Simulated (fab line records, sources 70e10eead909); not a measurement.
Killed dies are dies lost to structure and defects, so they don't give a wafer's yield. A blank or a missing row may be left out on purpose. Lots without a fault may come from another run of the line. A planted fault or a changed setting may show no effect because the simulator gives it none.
fab line records | flow nand_harc
record lots=13 wafers=39 last_day=33
route steps=1302 shown A_BLC@1136 A_M1@1174 END@1302
lots that met no fault: from a run of the same line without faults
start_h: hours from the record's first day to the start of the lot's first wafer shown | wait_h: hours since the lot's step before | " the same as in the row above | L1.1+2: a row that stands for several wafers | - no value, or no start given | * or withheld: withheld | < > ~ a bound
route shown NAME@n: a module of which the file shows steps, and the number in the route of the first | usual: mean/standard deviation of fault-free wafers | same: alike in all rows | chamber/n: place in a boat | sites: the reading at each site | _std_site: their standard deviation | _edge_site: outer sites' mean less inner sites' | radius_mm: how far each site lies from the wafer's centre | mask NAME#n: copy n | behind: the tool/chamber that last shaped the wafer | hold: why the lot was held/for how many hours/how that ended | device: the transistor (n, p or np) that didn't switch | end of line: the same wafers' tests at the end of the route | a step without rows: its recipe alone | killed: dies lost to structure and defects at the first sort, not the wafer's yield | map: a wafer's dies, x killed, . not, _ none there
set.NAME: the setting as run; set.NAME@STEP: as run at that earlier step | model.NAME: the simulator's own value behind a step, which no gauge read
steps of the route over a sample of lots; a table a step, a row a wafer
services: from which hour (start_h, from the record's first day; less than 0 if before it) a tool's chamber was out of use, for how many hours, and why
## steps
# step NHARC_A_BLC_INSPECT_28
# usual raw_defect_count=541/140
# columns lot.wafer tool chamber start_h wait_h raw_defect_count
L262.4 defect_inspect-01 - 536.92 0.1 458
L262.5 " - " " 593
L262.6 " - " " 535
L260.1 defect_inspect-01 - 537.56 0.1 670
L260.2 " - " " 548
L260.4 " - " " 494
L263.1 defect_inspect-02 - 547.54 0.1 691
L263.2 " - " " 455
L263.3 " - " " 400
L264.1 defect_inspect-01 - 572.99 0.1 574
L264.2 " - " " 716
L264.4 " - " " 489
L265.2 defect_inspect-02 - 575.85 0.1 437
L265.5 " - " " 634
L265.6 " - " " 391
L267.1 defect_inspect-01 - 617.41 0.1 365
L267.3 " - " " 409
L267.5 " - " " 481
L272.1 defect_inspect-01 - 640.51 0.1 468
L272.2 " - " " 345
L272.5 " - " " 428
L271.1 defect_inspect-01 - 645.10 0.1 1309
L271.2 " - " " 1136
L271.4 " - " " 813
L273.1 defect_inspect-02 - 645.88 0.1 485
L273.4 " - " " 710
L273.6 " - " " 526
L280.2 defect_inspect-02 - 726.70 0.1 460
L280.3 " - " " 455
L280.5 " - " " 556
L279.2 defect_inspect-01 - 736.71 0.1 625
L279.3 " - " " 688
L279.4 " - " " 587
L282.2 defect_inspect-01 - 740.06 0.1 666
L282.4 " - " " 537
L282.5 " - " " 447
L281.1 defect_inspect-02 - 742.10 0.1 671
L281.3 " - " " 705
L281.6 " - " " 545
# step NHARC_A_M1_SOFTBAKE_04
# recipe temp_c=105 time_s=55
# usual heater_power_total_W=188.45/0.12
# columns lot.wafer tool chamber start_h wait_h heater_power_total_W
L262.4 litho_track-04 0 541 - 188.57
L262.5 " 0 " " 188.39
L262.6 " 0 " " 188.25
L260.1 litho_track-06 0 542 - 188.27
L260.2 " 0 " " 188.34
L260.4 " 0 " " 188.66
L263.1 litho_track-06 0 551 - 188.33
L263.2 " 0 " " 188.69
L263.3 " 0 " " 188.44
L264.1 litho_track-01 0 577 - 188.49
L264.2 " 0 " " 188.55
L264.4 " 0 " " 188.42
L265.2 litho_track-01 0 580 - 188.32
L265.5 " 0 " " 188.46
L265.6 " 0 " " 188.49
L267.1 litho_track-04 0 621 - 188.71
L267.3 " 0 " " 188.40
L267.5 " 0 " " 188.67
L272.1 litho_track-04 0 645 - 203.77
L272.2 " 0 " " 203.65
L272.5 " 0 " " 203.64
L271.1 litho_track-06 0 649 - 188.43
L271.2 " 0 " " 188.29
L271.4 " 0 " " 188.32
L273.1 litho_track-04 0 650 - 203.88
L273.4 " 0 " " 204.05
L273.6 " 0 " " 203.59
L280.2 litho_track-06 0 731 - 188.45
L280.3 " 0 " " 188.48
L280.5 " 0 " " 188.62
L279.2 litho_track-04 0 741 - 188.48
L279.3 " 0 " " 188.60
L279.4 " 0 " " 188.28
L282.2 litho_track-06 0 744 - 188.44
L282.4 " 0 " " 188.36
L282.5 " 0 " " 188.31
L281.1 litho_track-04 0 746 - 188.38
L281.3 " 0 " " 188.47
L281.6 " 0 " " 188.45
# step NHARC_A_M1_CD_MEAS_09
# recipe target_cd_nm=120 landing_energy_ev=500
# usual cd_nm=120.0/0.49
# columns lot.wafer tool chamber start_h wait_h cd_nm
L262.4 cd_sem-03 0 541.93 - 120.0
L262.5 " 0 " " 119.3
L262.6 " 0 " " 120.1
L260.1 cd_sem-02 0 542.68 - 120.9
L260.2 " 0 " " 120.2
L260.4 " 0 " " 120.8
L263.1 cd_sem-03 0 552.33 - 120.1
L263.2 " 0 " " 120.0
L263.3 " 0 " " 119.5
L264.1 cd_sem-02 0 578.08 - 121.5
L264.2 " 0 " " 121.1
L264.4 " 0 " " 120.7
L265.2 cd_sem-02 0 580.71 - 119.6
L265.5 " 0 " " 120.3
L265.6 " 0 " " 120.1
L267.1 cd_sem-03 0 622.36 - 119.4
L267.3 " 0 " " 119.9
L267.5 " 0 " " 120.5
L272.1 cd_sem-03 0 645.38 - 118.6
L272.2 " 0 " " 119.5
L272.5 " 0 " " 118.6
L271.1 cd_sem-03 0 650.04 - 119.7
L271.2 " 0 " " 119.7
L271.4 " 0 " " 120.5
L273.1 cd_sem-01 0 650.80 - 119.3
L273.4 " 0 " " 119.4
L273.6 " 0 " " 119.3
L280.2 cd_sem-03 0 731.63 - 120.4
L280.3 " 0 " " 120.1
L280.5 " 0 " " 120.1
L279.2 cd_sem-01 0 741.61 - 119.3
L279.3 " 0 " " 120.1
L279.4 " 0 " " 119.2
L282.2 cd_sem-03 0 744.94 - 119.2
L282.4 " 0 " " 119.7
L282.5 " 0 " " 120.2
L281.1 cd_sem-03 0 747.13 - 119.9
L281.3 " 0 " " 120.7
L281.6 " 0 " " 119.8
# step NHARC_A_M1_ETCH_35
# recipe target_depth_a=400 overetch_a=120 time_s=43.94 ion_energy_ev=200 n2_flow_sccm=150 h2_flow_sccm=150 ar_flow_sccm=0 rf_w=400 bias_w=150 chemistry=N2/H2
# usual bias_w=150.0/0.46 drypump_motor_current_A=5.9/0.35 oes_product_au=0.998/0.0082 rf_vpp_V=429.0/2 showerhead_plenum_p_Torr=1.99/0.066 throttle_valve_pct=14.171/0.01
# columns lot.wafer tool chamber start_h wait_h bias_w drypump_motor_current_A oes_product_au rf_hours_counter_h rf_vpp_V showerhead_plenum_p_Torr throttle_valve_pct
L262.4 rie_diel-07 2 542.21 0.1 150.1 6.1 0.994 0.6 431.7 2.06 14.169
L262.5 " 3 " " 149.8 6.5 1.006 - 431.3 2.07 14.145
L262.6 " 0 " " 150.0 5.7 1.003 - 428.4 1.97 14.175
L260.2 rie_diel-07 3 542.97 0.1 150.2 6.5 0.994 1.4 430.8 2.07 14.177
L260.4 " 1 " " 148.7 5.8 0.998 1.5 429.4 1.96 14.174
L260.1 " 2 " " 150.4 6.1 0.989 0.7 430.4 2.06 14.172
L263.1 rie_diel-06 1 552.61 0.1 150.8 5.5 0.987 3.4 428.5 1.99 14.164
L263.2 " 2 " " 150.4 6.3 0.997 3.0 426.2 1.91 14.169
L263.3 " 0 " " 149.5 5.9 0.977 3.2 428.1 1.97 14.171
L264.1 rie_diel-07 1 578.36 0.1 150.3 5.8 1.002 2.4 427.4 1.96 14.162
L264.4 " 2 " " 150.3 6.1 0.998 1.7 430.7 2.06 14.168
L264.2 " 3 " " 150.0 6.5 0.984 2.5 430.7 2.07 14.178
L265.2 rie_diel-01 2 580.98 0.1 149.9 6.2 0.999 0.4 425.5 1.89 14.168
L265.5 " 2 " " 150.2 6.2 1.010 - 425.8 1.89 14.180
L265.6 " 3 " " 150.0 6.0 1.003 - 428.7 2.03 14.180
L267.1 rie_diel-07 2 622.63 0.1 150.6 6.1 1.002 3.4 431.3 2.05 14.163
L267.3 " 0 " " 150.2 5.8 0.995 4.0 427.8 1.97 14.167
L267.5 " 3 " " 150.5 6.5 0.991 - 430.5 2.07 14.184
L272.2 rie_diel-01 1 645.65 0.1 150.3 5.3 1.003 3.8 430.1 2.05 14.197
L272.1 " 0 " " 150.0 6.1 0.992 3.6 430.3 2.07 14.191
L272.5 " 1 " " 151.2 5.2 1.001 - 430.5 2.05 14.154
L271.2 rie_diel-06 1 650.31 0.1 149.8 5.5 1.005 7.1 429.6 1.99 14.166
L271.1 " 2 " " 149.4 6.3 0.993 7.2 426.5 1.91 14.162
L271.4 " 3 " " 149.7 6.0 1.015 7.1 428.1 1.91 14.172
L273.4 rie_diel-06 2 651.08 0.1 149.1 6.3 0.989 7.3 426.2 1.91 14.153
L273.1 " 0 " " 149.5 5.9 0.976 7.0 428.5 1.97 14.160
L273.6 " 1 " " 150.6 5.5 0.998 - 428.2 1.99 14.151
L280.2 rie_diel-01 2 731.92 0.1 149.7 6.2 0.998 6.8 427.8 1.89 14.173
L280.3 " 0 " " 149.3 6.1 0.985 7.8 430.2 2.07 14.169
L280.5 " 2 " " 149.4 6.1 0.992 - 425.9 1.89 14.172
L279.4 rie_diel-06 3 741.88 0.1 149.9 6.0 0.996 5.9 426.7 1.91 14.170
L279.2 " 0 " " 150.2 5.9 1.006 6.7 427.7 1.97 14.174
L279.3 " 1 " " 150.2 5.5 1.003 6.6 429.1 1.99 14.154
L282.2 rie_diel-01 0 745.23 0.1 150.1 6.1 0.998 0.0 431.4 2.07 14.174
L282.5 " 2 " " 150.4 6.2 1.014 - 425.5 1.89 14.182
L282.4 " 0 " " 149.5 6.0 1.000 - 432.1 2.07 14.181
L281.3 rie_diel-06 0 747.42 0.1 149.3 5.9 0.997 7.1 430.0 1.97 14.168
L281.1 " 1 " " 149.9 5.5 1.006 7.0 428.9 1.99 14.164
L281.6 " 3 " " 150.6 6.0 0.989 - 427.0 1.91 14.152
# step NHARC_END_SORT_01
# recipe temp_c=25
# usual defect_limited_yield=89.9/2.7 killed_at_array=64/18 killed_at_other=0.8/1.1 killed_at_periphery=3.8/2.7 killed_dies=68/18 killed_open=3.3/1.9 killed_short=2.3/1.8
# same gross_dies=677
# columns lot.wafer tool chamber start_h wait_h defect_limited_yield[%] killed_at_array killed_at_other killed_at_periphery killed_dies killed_open killed_short
L263.1 prober-01 0 592.45 2.5 86.4 86 2 4 92 3 1
L263.2 prober-01 0 593.25 2.8 88.2 72 1 7 80 2 2
L263.3 prober-01 0 594.05 3.1 86.1 87 0 7 94 1 0
L267.1 prober-02 0 657.96 2.5 94.5 28 4 5 37 2 5
L267.3 prober-02 0 659.55 3.1 95.3 28 0 4 32 2 0
L267.5 prober-02 0 661.14 3.7 92.6 42 1 7 50 5 4
L273.1 prober-01 0 693.98 2.6 91.9 51 0 4 55 3 7
L273.4 prober-01 0 696.40 3.4 93.2 42 1 3 46 1 2
L273.6 prober-01 0 698.01 4.0 91.9 52 0 3 55 3 2
# killed by level:class
L263.1 A_CHANNEL_HOLE_D1:chamber_film_flake=27 A_SLIT:chamber_film_flake=26 A_CHANNEL_HOLE_D2:chamber_film_flake=21 A_STAIRCASE:chamber_film_flake=4 A_CONTACT:chamber_film_flake=3 P_ZERO_WELL:chamber_film_flake=2 A_CHANNEL_FILL_D2:chamber_film_flake=2 A_CHANNEL_FILL_D2:geometric_particle:short=1
L263.2 A_SLIT:chamber_film_flake=24 A_CHANNEL_HOLE_D2:chamber_film_flake=22 A_CHANNEL_HOLE_D1:chamber_film_flake=20 A_STAIRCASE:chamber_film_flake=3 A_CONTACT:chamber_film_flake=3 P_M0:geometric_particle:open=2 P_STI:chamber_film_flake=2 P_GATE:chamber_film_flake=2
L263.3 A_CHANNEL_HOLE_D2:chamber_film_flake=32 A_SLIT:chamber_film_flake=27 A_CHANNEL_HOLE_D1:chamber_film_flake=25 P_STI:chamber_film_flake=5 A_CONTACT:chamber_film_flake=3 P_CONTACT:geometric_particle:open=1 P_ZERO_WELL:chamber_film_flake=1
L267.1 A_CHANNEL_HOLE_D2:chamber_film_flake=8 A_CHANNEL_HOLE_D1:chamber_film_flake=6 A_CONTACT:chamber_film_flake=6 THIN_TSV:chamber_film_flake=4 A_STAIRCASE:chamber_film_flake=2 P_GATE:geometric_particle:open=1 P_CONTACT:geometric_particle:short=1 P_M0:geometric_particle:short=1
L267.3 A_CHANNEL_HOLE_D2:chamber_film_flake=14 A_CHANNEL_HOLE_D1:chamber_film_flake=5 P_M0:chamber_film_flake=2 A_SLIT:chamber_film_flake=2 A_CONTACT:chamber_film_flake=2 A_CHANNEL_HOLE_D1:geometric_particle:open=1 A_M0:geometric_particle:open=1 P_STI:chamber_film_flake=1
L267.5 A_CHANNEL_HOLE_D2:chamber_film_flake=17 A_CONTACT:chamber_film_flake=6 A_CHANNEL_HOLE_D1:chamber_film_flake=4 A_WL_FILL:geometric_particle:short=3 A_STAIRCASE:chamber_film_flake=3 A_SLIT:chamber_film_flake=3 P_BONDPAD:chamber_film_flake=2 A_BLC:chamber_film_flake=2
L273.1 A_SLIT:chamber_film_flake=31 A_CHANNEL_HOLE_D1:chamber_film_flake=6 A_CONTACT:chamber_film_flake=3 A_CHANNEL_FILL_D1:geometric_particle:short=2 P_CONTACT:chamber_film_flake=2 P_M1:chamber_film_flake=2 A_SOURCE_PLATE:geometric_particle:short=1 A_ONON_D1:geometric_particle:short=1
L273.4 A_SLIT:chamber_film_flake=31 A_CHANNEL_HOLE_D1:chamber_film_flake=6 A_WL_FILL:geometric_particle:short=2 A_M1:geometric_particle:open=1 P_ZERO_WELL:chamber_film_flake=1 P_STI:chamber_film_flake=1 P_CONTACT:chamber_film_flake=1 A_ZERO_WELL:chamber_film_flake=1
L273.6 A_SLIT:chamber_film_flake=36 A_CHANNEL_HOLE_D1:chamber_film_flake=8 A_CONTACT:chamber_film_flake=3 P_CONTACT:chamber_film_flake=2 P_GATE:geometric_particle:open=1 A_CHANNEL_FILL_D1:geometric_particle:open=1 A_DECK1_JOINT:geometric_particle:short=1 A_WL_FILL:geometric_particle:short=1
## services
# columns tool chamber start_h hours kind
rie_diel-06 0 517.70 - clean
rie_diel-06 1 517.70 - clean
rie_diel-06 2 517.70 - clean
rie_diel-01 3 521.84 6.8 repair
litho_track-06 - 529.00 7.0 pm
litho_track-04 - 553.00 7.0 pm
rie_diel-01 - 557.81 9.0 pm
rie_diel-01 3 584.96 12.3 repair
rie_diel-07 - 595.18 0.4 repair
rie_diel-07 - 595.96 0.7 repair
rie_diel-07 1 598.91 6.3 repair
rie_diel-01 3 628.10 14.7 repair
rie_diel-07 2 645.30 15.7 repair
rie_diel-06 - 646.30 0.6 repair
rie_diel-07 - 648.20 9.0 pm
rie_diel-06 2 654.74 8.4 repair
rie_diel-06 - 661.20 9.0 pm
litho_track-01 - 680.00 7.0 pm
rie_diel-01 2 698.83 3.8 repair
litho_track-06 - 704.00 7.0 pm
rie_diel-01 2 716.02 5.6 repair
litho_track-04 - 728.00 7.0 pm
rie_diel-01 - 734.97 9.0 pm
rie_diel-07 3 735.94 14.4 repair
## key
first_sign step=NHARC_A_M1_SOFTBAKE_04 reading=heater_power_total_W direction=up sigmas=99+ usual=* struck=*
effect step=NHARC_A_M1_CD_MEAS_09 reading=cd_nm direction=down sigmas=1.8 usual=120.0 struck=119.1 through=control_loop
met_at NHARC_A_M1_SOFTBAKE_04
struck_lots L272,L273
loop_trim step=NHARC_A_M1_EXPOSE_06 setting=dose lots=L273
not_acting_at NHARC_A_BLC_INSPECT_28,NHARC_A_M1_CD_MEAS_09,NHARC_A_M1_ETCH_35
onset_between 621 645
fault kind=process_parameter_drift tool=litho_track-04 chamber=- onset_h=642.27 steps=NHARC_A_M1_SOFTBAKE_04 channel=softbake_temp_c offset=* shape=step end_h=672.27 acts_in=* stated=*
# loop_trim: a control loop set the setting to another value than it would have without faults
